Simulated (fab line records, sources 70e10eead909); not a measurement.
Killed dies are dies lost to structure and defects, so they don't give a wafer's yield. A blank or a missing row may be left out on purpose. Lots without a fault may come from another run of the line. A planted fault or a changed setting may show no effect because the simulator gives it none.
Which tool did it? | flow nand_harc | 12 lots, 36 wafers sampled, at 5 steps of a route of 1159

WHAT THE GAUGES READ, wafer by wafer
NHARC_A_CONTACT_CD_MEAS_15. Usual: cd_nm 90.1 nm, standard deviation 0.49.
lot  | measured     | on        | cd_nm (nm)     | flag
L591 | day 17 00:53 | cd_sem-01 | 90.5 90.2 90.6 |
L593 | day 17 02:23 | cd_sem-02 | 90.0 91.2 90.1 |
L594 | day 17 12:08 | cd_sem-01 | 90.8 90.6 91.2 |
L596 | day 17 18:33 | cd_sem-03 | 89.7 90.3 89.8 |
L597 | day 18 04:47 | cd_sem-02 | 90.1 90.5 89.9 |
L598 | day 18 16:46 | cd_sem-02 | 90.1 90.9 90.9 |
L607 | day 20 22:58 | cd_sem-02 | 89.8 89.2 89.5 |
L610 | day 21 15:35 | cd_sem-01 | 89.9 89.8 89.5 |
L611 | day 21 23:42 | cd_sem-02 | 91.4 90.0 89.9 |
L614 | day 22 16:51 | cd_sem-02 | 90.1 90.9 90.8 |
L612 | day 23 09:38 | cd_sem-03 | 89.8 90.0 90.7 |
L613 | day 23 14:19 | cd_sem-02 | 89.9 89.6 90.5 |

NHARC_A_BLC_INSPECT_12. Usual: raw_defect_count 31, standard deviation 14.
lot  | measured     | on                | raw_defect_count | flag
L591 | day 17 08:04 | defect_inspect-01 | 31 29 29         |
L593 | day 17 11:39 | defect_inspect-01 | 8 12 8           |
L594 | day 17 15:13 | defect_inspect-02 | 29 26 33         |
L596 | day 17 21:35 | defect_inspect-01 | 17 33 28         |
L597 | day 18 13:12 | defect_inspect-02 | 26 26 31         |
L598 | day 18 22:59 | defect_inspect-01 | 27 36 21         |
L607 | day 21 12:55 | defect_inspect-02 | 36 33 47         |
L610 | day 21 20:46 | defect_inspect-02 | 12 15 17         |
L611 | day 22 05:22 | defect_inspect-02 | 81 60 56         |
L614 | day 22 19:57 | defect_inspect-02 | 18 18 15         |
L612 | day 23 14:53 | defect_inspect-02 | 17 13 18         |
L613 | day 23 19:40 | defect_inspect-02 | 32 37 36         |

WHICH TOOL RAN EACH LOT (tool, then ch and the chambers of the sampled wafers, then the start)
lot  | NHARC_A_CONTACT_ETCH_88            | NHARC_A_CONTACT_CVD_19        | NHARC_A_CONTACT_CMP_20
L591 | rie_diel-04 ch 0,2,3, day 16 22:41 | cvd_w-02 ch 0,1, day 17 06:23 | cmp-03 ch 0,1,3, day 17 07:05
L593 | rie_diel-04 ch 1,2, day 17 00:08   | cvd_w-02 ch 1, day 17 09:43   | cmp-03 ch 0,3, day 17 10:37
L594 | rie_diel-08 ch 2,3, day 17 09:55   | cvd_w-01 ch 0,1, day 17 13:16 | cmp-04 ch 1,2,3, day 17 14:12
L596 | rie_diel-08 ch 0,1, day 17 16:20   | cvd_w-02 ch 0,1, day 17 19:54 | cmp-03 ch 1,3, day 17 20:41
L597 | rie_diel-04 ch 1,2,3, day 18 02:34 | cvd_w-02 ch 0,1, day 18 11:23 | cmp-01 ch 0,2,3, day 18 12:14
L598 | rie_diel-08 ch 1,3, day 18 14:11   | cvd_w-01 ch 0,1, day 18 21:17 | cmp-03 ch 0,1,2, day 18 22:04
L607 | rie_diel-04 ch 0,1,2, day 20 20:46 | cvd_w-02 ch 0,1, day 21 11:07 | cmp-01 ch 0,3, day 21 12:01
L610 | rie_diel-08 ch 0,1,3, day 21 13:22 | cvd_w-01 ch 0,1, day 21 18:50 | cmp-01 ch 1,2, day 21 19:44
L611 | rie_diel-04 ch 0,1,3, day 21 21:29 | cvd_w-01 ch 0, day 22 03:32   | cmp-01 ch 0,2,3, day 22 04:18
L614 | rie_diel-08 ch 1,2, day 22 14:38   | cvd_w-02 ch 0,1, day 22 18:08 | cmp-03 ch 0,1, day 22 19:02
L612 | rie_diel-06 ch 1,3, day 23 07:14   | cvd_w-01 ch 0,1, day 23 13:04 | cmp-03 ch 1,3, day 23 14:00
L613 | rie_diel-04 ch 0,2,3, day 23 12:02 | cvd_w-02 ch 0,1, day 23 17:45 | cmp-01 ch 1,2,3, day 23 18:41
- NHARC_A_CONTACT_ETCH_88: etches the open film in CF4, target depth 39 nm, time 65 s.
- NHARC_A_CONTACT_CVD_19: deposits W, target thk 300 nm, time 802 s.
- NHARC_A_CONTACT_CMP_20: polishes, t overpolish 30 s, target thk 300 nm.

WHAT THE TOOLS THEMSELVES READ (means of the sampled wafers that have a number; where no wafer has one, the mark that the record gives instead)
NHARC_A_CONTACT_ETCH_88. Usual: drypump_motor_current_A 5.8 A, standard deviation 0.42; oes_product_au 0.999 a.u., standard deviation 0.01; rf_vpp_V 151.2 V, standard deviation 1.2; showerhead_plenum_p_Torr 1.77 Torr, standard deviation 0.076; throttle_valve_pct 13.285 %, standard deviation 0.0096.
lot  | tool        | drypump_motor_current_A (A) | oes_product_au (a.u.) | rf_vpp_V (V) | showerhead_plenum_p_Torr (Torr) | throttle_valve_pct (%) | flag
L591 | rie_diel-04 | 5.8                         | 1.004                 | 152.3        | 1.84                            | 13.282                 |
L593 | rie_diel-04 | 5.6                         | 1.012                 | 151.6        | 1.83                            | 13.288                 |
L594 | rie_diel-08 | 5.8                         | 1.012                 | 150.2        | 1.75                            | 13.287                 |
L596 | rie_diel-08 | 6.2                         | 0.995                 | 150.3        | 1.72                            | 13.278                 |
L597 | rie_diel-04 | 5.7                         | 1.008                 | 151.0        | 1.81                            | 13.271                 |
L598 | rie_diel-08 | 6.2                         | 0.992                 | 150.0        | 1.72                            | 13.276                 |
L607 | rie_diel-04 | 5.6                         | 0.996                 | 151.7        | 1.80                            | 13.281                 |
L610 | rie_diel-08 | 6.2                         | 0.999                 | 151.2        | 1.70                            | 13.290                 |
L611 | rie_diel-04 | 5.7                         | 0.992                 | 151.4        | 1.78                            | 13.285                 |
L614 | rie_diel-08 | 5.7                         | 0.991                 | 151.9        | 1.77                            | 13.288                 |
L612 | rie_diel-06 | 6.1                         | 0.996                 | 150.8        | 1.70                            | 13.285                 |
L613 | rie_diel-04 | 5.8                         | 0.988                 | 151.7        | 1.82                            | 13.284                 |

NHARC_A_CONTACT_CVD_19. Usual: heater_power_w 491 W, standard deviation 47; throttle_valve_pct 8.0 %, standard deviation 0.41.
lot  | tool     | heater_power_w (W) | throttle_valve_pct (%) | flag
L591 | cvd_w-02 | 477                | 8.1                    |
L593 | cvd_w-02 | 457                | 8.3                    |
L594 | cvd_w-01 | 484                | 8.1                    |
L596 | cvd_w-02 | 505                | 7.7                    |
L597 | cvd_w-02 | 508                | 7.8                    |
L598 | cvd_w-01 | 494                | 8.3                    |
L607 | cvd_w-02 | 487                | 8.1                    |
L610 | cvd_w-01 | 474                | 7.9                    |
L611 | cvd_w-01 | 434                | 7.8                    |
L614 | cvd_w-02 | 526                | 7.8                    |
L612 | cvd_w-01 | 467                | 8.0                    |
L613 | cvd_w-02 | 521                | 7.9                    |

NHARC_A_CONTACT_CMP_20. Usual: motor_current_A 11.9 A, standard deviation 1.1; overpolish_run_s 30.000 s, standard deviation 0.0097; pad_life_wafers 270, standard deviation 160; time_to_endpoint_s 59.5 s, standard deviation 2.7.
lot  | tool   | motor_current_A (A) | overpolish_run_s (s) | pad_life_wafers | time_to_endpoint_s (s) | flag
L591 | cmp-03 | 12.7                | 30.009               | 230             | 60.7                   |
L593 | cmp-03 | 13.2                | 30.009               | 252             | 60.5                   |
L594 | cmp-04 | 11.3                | 29.991               | 512             | 61.9                   |
L596 | cmp-03 | 12.3                | 29.985               | 326             | 62.1                   |
L597 | cmp-01 | 12.0                | 30.008               | 213             | 76.1                   | OFF
L598 | cmp-03 | 11.8                | 29.996               | 470             | 62.2                   |
L607 | cmp-01 | 12.1                | 29.998               | 42              | 57.9                   |
L610 | cmp-01 | 11.7                | 29.994               | 72              | 61.3                   |
L611 | cmp-01 | 12.3                | 30.001               | 133             | 58.0                   |
L614 | cmp-03 | 12.0                | 29.996               | 438             | 59.3                   |
L612 | cmp-03 | 12.8                | 29.993               | 548             | 64.4                   |
L613 | cmp-01 | 11.4                | 29.999               | 332             | 56.0                   |

THE ANSWER, worked out from the rows above alone
Rule: a lot is off if the mean of its wafers that have a number lies more than 3 standard deviations from the usual mean. A lot without any number at a reading at which 4 lots or more have one is off too. The other lots that the step has rows for count as sound. The gauges are gone through in route order, then the tools' own readings, and for those a lot's mean is taken as printed above. The first step at which some lot is off is used, and at that step the reading that is off furthest; a lot without a number counts as furthest.
Off: L597, at NHARC_A_CONTACT_CMP_20 (time_to_endpoint_s).
A tool fits if, at that step or a process step before it, it ran every lot that is off, and no sound lot after the first of them. None of those tried fits.

WHAT THE SIMULATOR HAD PUT IN
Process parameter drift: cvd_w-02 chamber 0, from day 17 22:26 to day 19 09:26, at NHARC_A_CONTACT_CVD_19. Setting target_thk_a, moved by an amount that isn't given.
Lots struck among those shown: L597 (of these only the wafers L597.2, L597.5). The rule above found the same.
